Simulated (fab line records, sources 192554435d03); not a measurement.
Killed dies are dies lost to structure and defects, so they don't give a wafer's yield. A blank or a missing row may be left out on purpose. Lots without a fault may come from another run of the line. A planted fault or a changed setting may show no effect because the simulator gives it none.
One fault seen from 2 desks | flow n5_finfet | each desk has only its own numbers; what lay behind them comes last

THE METROLOGY DESK
What the gauges read, lot by lot, whatever tool the lot ran on: means of the sampled wafers that have a number. A lot is out of limits, marked OUT, if its mean lies more than 4 standard deviations from the usual mean; the brackets give that distance. Of its 13 readings 7 are shown: the one that was out of limits first, and those that lie furthest out on some lot.
Columns: A = cd_nm at N5_BEOL_M0_SAQP_CD_MEAS_14, usual 42.6 nm; B = DIBL_P at N5_BEOL_M4_RC_MEAS_101, usual 36.5 mV/V; C = IOFF_N at N5_BEOL_M4_RC_MEAS_101, usual 0.16 nA/um; D = IOFF_P at N5_BEOL_M4_RC_MEAS_101, usual 0.21 nA/um; E = SS_N at N5_BEOL_M4_RC_MEAS_101, usual 71.6 mV/dec; F = SS_P at N5_BEOL_M4_RC_MEAS_101, usual 73.4 mV/dec; G = VT_P at N5_BEOL_M4_RC_MEAS_101, usual -250.5 mV
lot  | first seen here | A               | B    | C    | D    | E    | F    | G
L602 | day 5 14:43     | 42.7            | 38.7 | 0.18 | 0.23 | 72.2 | 74.7 | -247.8
L603 | day 5 16:43     | 42.8            | 34.7 | 0.14 | 0.19 | 71.5 | 72.4 | -250.2
L606 | day 6 13:41     | 40.5 (-6.1) OUT | 33.6 | 0.12 | 0.17 | 70.3 | 72.6 | -252.8
L613 | day 8 07:22     | 42.9            | 37.4 | 0.21 | 0.26 | 72.3 | 74.4 | -248.0
L612 | day 8 08:28     | 41.5            | 36.6 | 0.16 | 0.22 | 71.1 | 73.5 | -247.3
L619 | day 9 16:06     | 42.8            | 34.4 | 0.14 | 0.21 | 70.9 | 72.8 | -248.5
L620 | day 9 20:43     | 42.2            | 36.7 | 0.17 | 0.21 | 71.5 | 73.1 | -251.4
L623 | day 10 14:38    | 43.0            | 40.0 | 0.22 | 0.27 | 72.1 | 74.1 | -245.0
L624 | day 11 06:48    | 42.5            | 40.7 | 0.21 | 0.22 | 72.3 | 74.7 | -250.4
This desk's finding: out of limits on L606; first on L606, day 6 20:13 (cd_nm at N5_BEOL_M0_SAQP_CD_MEAS_14). In limits: L602, L603, L613, L612, L619, L620, L623, L624.

THE TOOL OWNER'S DESK: arfi_scanner-01
The tool's own readings at N5_BEOL_M0_SAQP_EXPOSE_11 (exposes mask M0 CORE, target cd 42 nm): means of the sampled wafers that have a number, for each lot that ran on this tool. A lot is out of limits, marked OUT, if its mean lies more than 4 standard deviations from the usual mean; the brackets give that distance.
Columns: A = exposure_dose_mJ_cm2 at N5_BEOL_M0_SAQP_EXPOSE_11, usual 54.99; B = reticle_temp_C at N5_BEOL_M0_SAQP_EXPOSE_11, usual 23.00 C
lot  | first seen here | A               | B
L603 | day 6 09:01     | 54.94           | 23.08
L606 | day 6 20:05     | 58.54 (+59) OUT | 22.94
L612 | day 8 18:00     | 57.83 (+47) OUT | 23.10
This desk's finding: out of limits on L606, L612; first on L606, day 6 20:05 (exposure_dose_mJ_cm2 at N5_BEOL_M0_SAQP_EXPOSE_11). In limits: L603.

PUT TOGETHER
The tool owner's desk could have raised an alarm at day 6 20:05, on L606, L612.
The metrology desk could have raised an alarm at day 6 20:13, on L606.
The metrology desk has L612 on record, within its limits.
Of the lots named, all ran N5_BEOL_M0_SAQP_EXPOSE_11 on arfi_scanner-01.

WHAT THE SIMULATOR HAD PUT IN
Process parameter drift: arfi_scanner-01, from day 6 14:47 on, at N5_BEOL_M0_SAQP_EXPOSE_11. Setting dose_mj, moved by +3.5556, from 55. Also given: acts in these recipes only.
Lots struck among those shown: L606, L612.
Hours from the fault's start to each desk's first reading out of limits: the tool owner's desk, 5; the metrology desk, 5.
